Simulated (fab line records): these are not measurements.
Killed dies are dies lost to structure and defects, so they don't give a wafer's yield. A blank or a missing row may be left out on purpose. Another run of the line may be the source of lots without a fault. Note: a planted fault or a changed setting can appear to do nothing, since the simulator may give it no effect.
Matching of chambers ; flow nand_harc ; ald_hk-01 running NHARC_A_CHANNEL_FILL_D1_ALD_02: 4 sister chambers
The step deposits SiO2, target thk 6 nm, pulse time 10 s, ald cycles 60. 4 wafers are shown with their chamber, then 7 later ones without.

== WAFERS WITH THEIR CHAMBER ==
wafer;chamber;heater_power_w (W)
L144.3;1;517
L148.3;0;399
L154.1;3;532
L154.3;2;413

== WAFERS WHOSE CHAMBER IS MISSING ==
wafer;heater_power_w (W)
L154.4;509
L158.1;512
L158.2;419
L158.4;532
L160.1;403
L160.5;537
L160.6;394

== EACH ONE'S CHAMBER ==
wafer;from the rows above;in truth
L154.4;1;1
L158.1;1;1
L158.2;2;2
L158.4;3;3
L160.1;can't be placed: 0 or 2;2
L160.5;3;3
L160.6;0;0
Placed correctly: 6 of 7. Not placeable from these rows: 1 (in 1, the candidates include the true chamber). 0 placed wrongly.
How it was worked out, from the rows above alone: a wafer's distance from a chamber is the root of the sum, over the readings, of the square of ((its reading less the chamber's mean) divided by the reading's scatter). The wafer belongs to the nearest chamber; if the next one is less than 2 further off, it can't be placed. A chamber's mean is the mean of its shown wafers. The scatter (one wafer shown for each chamber): square how far every hidden wafer sits from the nearest shown wafer, average those squares and take the square root.
